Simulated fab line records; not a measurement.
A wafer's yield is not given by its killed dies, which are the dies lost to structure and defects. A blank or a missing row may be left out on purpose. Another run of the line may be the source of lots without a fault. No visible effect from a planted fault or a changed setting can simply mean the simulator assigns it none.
Struck lot and sound lot, side by side | flow n5-finfet | 32 out of 1938 route steps
Sound: these wafers, L519.1, L519.3, L519.4. Struck: wafer L536.2 (L536.3, L536.4, from the same lot, were not struck and are left out); the cause is given at the end.
For every step that has rows: the tool of each side, followed by ch and its chambers, followed by its first start. Under that, the readings that differ: sound wafers | struck wafers | difference of the means | sigmas: that difference in standard deviations of wafers without a fault.
alike: readings whose means differ by less than 2 such deviations, and words and numbers that are the same on both sides. not compared: withheld readings, readings that some wafer has no value for, bounds like >300 that may hide the same value, and numbers for which the record gives no deviation and whose values overlap.
Wherever a step has rows on one side only, a row that says differs or no value, or a row with sigmas, the two part there. Numbers that have no deviation but don't overlap get no sigmas and don't part them. Lack of a reading on every wafer of one side parts them only where that side has two or more wafers.

first, 8 steps without rows for these wafers: N5_ILD0_LINER_00 (material SiNx, target thk 4 nm, pulse time 1 s, purge time 2 s); N5_ILD0_FCVD_FILL_01 (material SiO2 flowable, target thk 200 nm, time 328.3 s); N5_ILD0_CURE_02 (time 1800 s); N5_ILD0_CMP_03 (polishes, stops on SiNx, t overpolish 1.9 s, target thk 197.38 nm); N5_ILD0_CMP_07 (polishes SiO2 flowable, stops on poly-Si, t overpolish 1.18 s, target thk 138.88 nm); N5_ILD0_PRECLEAN_10 (cleans in NF3:NH3, afs cycles 5, time 20 s, sublimation time 60 s); N5_ILD0_ALD_15 (deposits SiNx, target thk 24 nm, pulse time 1 s, ald cycles 480); N5_ILD0_CMP_12 (polishes SiNx, stops on poly-Si, t overpolish 6 s, target thk 17.67 nm).
N5_SDB_HM_DEP_00: deposits SiNx from SiH4/NH3/N2, target thk 40 nm, time 35.3 s.
  sound on pecvd-01 ch 0,1, day 3 18:38; struck on pecvd-01 ch 2, day 8 01:35
  reading                                 | sound          | struck | difference | sigmas
  throttle-valve-pct (%)                  | 43.6 43.4 43.7 | 35.2   | -8.4       | -3
  model.SiNx_of_SDB_HM_DEP_00.thk-nm (nm) | 38.8 39.6 39.2 | 41.6   | +2.4       |
  alike: heater-power-w, showerhead-plenum-p-Torr
then, 13 steps without rows for these wafers: N5_SDB_COAT_03 (time 60 s, resist thk 100 nm); N5_SDB_COAT_04 (time 60 s, resist thk 18 nm); N5_SDB_COAT_05 (resist thk 90 nm); N5_SDB_EBR_07; N5_SDB_SOFTBAKE_06 (time 60 s); N5_SDB_EXPOSE_08 (exposes mask SDB); N5_SDB_PEB_09 (peb time 60 s); N5_SDB_DEVELOP_10 (develop time 30 s); N5_SDB_DESCUM_16 (chemistry O2, time 7.9 s); N5_SDB_ETCH_17 (etches SiARC in CF4, target depth 23.4 nm, time 39 s); N5_SDB_ETCH_18 (etches SOC in N2/H2, target depth 100 nm, overetch 20 nm, time 150 s); N5_SDB_STRIP_19 (strips in N2/H2); N5_SDB_STRIP_21 (strips in CF4).
N5_SDB_HM_OPEN_20: chemistry CH3F/O2, target SiNx, stops on poly-Si, target depth 24 nm.
  sound on rie-diel-01 ch 0,1,2, day 3 19:41; struck on rie-diel-02 ch 2, day 8 02:22
  reading                  | sound            | struck | difference | sigmas
  model.etch.depth-nm (nm) | 22.8 23.65 23.21 | 25.54  | +2.32      |
  alike: drypump-motor-current-A, oes_ar_750_au, oes-product-au, rf-vpp-V, showerhead-plenum-p-Torr, throttle-valve-pct
  not compared: rf-hours-counter-h
then, 5 steps without rows for these wafers: N5_SDB_STRIP_22 (strips in N2/H2); N5_SDB_PRECLEAN_23 (cleans in dHF, time 30 s); N5_SDB_DUMMY_REMOVE_24 (chemistry TMAH, target poly-Si, stops on SiO2, target depth 142 nm, time 57 s, rinse time 30 s); N5_SDB_ETCH_25 (etches SiO2 in C4F6/O2, target depth 10 nm, time 3.3 s); N5_SDB_CUT_ETCH_26 (etches Si in HBr/Cl2/O2, target depth 129.6 nm, bt time 20 s, time 51.8 s).
N5_SDB_PRECLEAN_38: cleans in dHF, time 10 s.
  sound on wet-bench-02 ch 1,2,4, day 3 21:09; struck on wet-bench-06 ch 0, day 8 02:52
  reading                                 | sound          | struck | difference | sigmas
  model.SiNx_of_SDB_HM_DEP_00.thk-nm (nm) | 20.4 21.2 20.8 | 23.2   | +2.4       |
then, 1 step without rows for these wafers: N5_SDB_PRECLEAN_39 (cleans in O3/DIW, time 45 s).
-- the record jumps here: 5 days lie between the struck wafers' starts before and after (it left off in module SDB and takes up again in module BEOL_M4, whose first step shown is number 1111 of the route) --
N5_BEOL_M4_RC_MEAS_101:
  sound on prober-02 ch 0, day 8 18:53; struck on prober-01 ch 0, day 12 17:48
  alike: DIBL_N, DIBL_P, IOFF_N, IOFF_P, ION_N, ION_P, SS_N, SS_P, VT_N, VT_P
after that, 1 step had no rows for these wafers: N5_PASSIVATION_PROBE_49.

== WHERE THEY PART ==
Only at N5_SDB_HM_DEP_00, within this record. Later steps at which nothing parts them and some readings are alike: N5_SDB_HM_OPEN_20, N5_BEOL_M4_RC_MEAS_101.

WHY: whatever the simulator had introduced
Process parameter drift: pecvd-01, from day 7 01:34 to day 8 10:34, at N5_SDB_HM_DEP_00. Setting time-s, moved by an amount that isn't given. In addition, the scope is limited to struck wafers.
